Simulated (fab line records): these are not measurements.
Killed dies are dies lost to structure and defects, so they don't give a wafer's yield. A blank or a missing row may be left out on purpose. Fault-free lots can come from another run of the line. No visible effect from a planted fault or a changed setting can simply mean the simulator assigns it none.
Struck lot and sound lot, side by side + flow n5_finfet + 22 out of 1938 route steps
Sound: these wafers, L936.1, L936.3, L936.6. Struck: wafers L932.2, L932.3, L932.5. At the end, the cause is stated.
Order at every step that has rows: each side's tool, ch and its chambers, its first start. Under that, the readings that differ: sound wafers + struck wafers + difference of the means + sigmas: that difference in standard deviations of wafers without a fault.
alike: words and numbers the same on both sides, and readings whose means are apart by under 2 such deviations; not compared: readings that were withheld, readings missing a value for some wafer, numbers with overlapping values and no deviation given by the record, and bounds like >300 which may hide the same value.
Wherever a step has rows on one side only, a row that says differs or no value, or a row with sigmas, the two part there. Numbers that have no deviation but don't overlap get no sigmas and don't part them. A reading missing from all wafers of one side parts the sides only when that side holds two or more wafers.

first, 11 steps without rows for these wafers: N5_BEOL_M2_DESCUM_16 (chemistry O2, time 7 s); N5_BEOL_M2_ETCH_74 (etches underlayer in N2/H2, target depth 6.5 nm, time 5.2 s); N5_BEOL_M2_ETCH_63 (etches SiARC in CF4, target depth 15.6 nm, time 26 s); N5_BEOL_M2_ETCH_64 (etches SOC in N2/H2, target depth 75 nm, overetch 22.5 nm, time 121.9 s); N5_BEOL_M2_STRIP_65 (strips in N2/H2); N5_BEOL_M2_STRIP_75 (strips in N2/H2); N5_BEOL_M2_STRIP_66 (strips in CF4); N5_BEOL_M2_HM_OPEN_17 (chemistry Cl2/BCl3, target TiN, target depth 20 nm, overetch 6 nm); N5_BEOL_M2_STRIP_19 (strips in O2); N5_BEOL_M2_COAT_67 (time 60 s, resist thk 60 nm); N5_BEOL_M2_COAT_68 (time 60 s, resist thk 12 nm).
N5_BEOL_M2_COAT_76: time 60 s, resist thk 5 nm.
  sound on litho_track-03 ch 0, day 12 04:42; struck on litho_track-02 ch 0, day 11 01:42
| reading                  | sound                | struck               | difference | sigmas      |
|--------------------------|----------------------|----------------------|------------|-------------|
| heater_power_total_W (W) | 393.4 392.4 392.3    | 349.6 349.8 348.1    | -43.5      | -36         |
| plate_temp_C (C)         | 204.90 204.98 205.00 | 187.96 187.86 187.86 | -17.07     | -99 or more |
then, 7 steps without rows for these wafers: N5_BEOL_M2_COAT_22 (resist thk 30 nm); N5_BEOL_M2_EBR_24; N5_BEOL_M2_SOFTBAKE_23 (time 60 s); N5_BEOL_M2_EXPOSE_25 (exposes mask V1, defocus 5 nm); N5_BEOL_M2_PEB_26 (peb time 60 s); N5_BEOL_M2_DEVELOP_27 (develop time 30 s); N5_BEOL_M2_DESCUM_33 (chemistry O2, time 7 s).
N5_BEOL_M2_ETCH_77: etches underlayer in N2/H2, target depth 6.5 nm, time 5.2 s.
  sound on rie_diel-04 ch 1,2,3, day 12 05:16; struck on rie_diel-04 ch 1,2, day 11 03:32
| reading                  | sound             | struck            | difference | sigmas |
|--------------------------|-------------------|-------------------|------------|--------|
| model.etch.depth_nm (nm) | 4.999 4.994 4.982 | 5.049 5.042 5.034 | +0.050     |        |
  alike: drypump_motor_current_A, etch_rf_on_time_s, oes_product_au, rf_vpp_V, showerhead_plenum_p_Torr, throttle_valve_pct
  not compared: rf_hours_counter_h
then, 1 step without rows for these wafers: N5_BEOL_M2_ETCH_69 (etches SiARC in CF4, target depth 15.6 nm, time 26 s).
N5_BEOL_M4_RC_MEAS_101:
  sound on prober-01 ch 0, day 13 08:07; struck on prober-02 ch 0, day 12 06:08
  alike: DIBL_N, DIBL_P, IOFF_N, IOFF_P, ION_N, ION_P, SS_N, SS_P, VT_N, VT_P

## WHERE THEY PART
Within this record, at N5_BEOL_M2_COAT_76 only. Later steps at which nothing parts them and some readings are alike: N5_BEOL_M2_ETCH_77, N5_BEOL_M4_RC_MEAS_101.

WHY: what the simulator had put in
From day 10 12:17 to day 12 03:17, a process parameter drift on litho_track-02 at N5_BEOL_M2_COAT_76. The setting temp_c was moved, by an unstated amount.
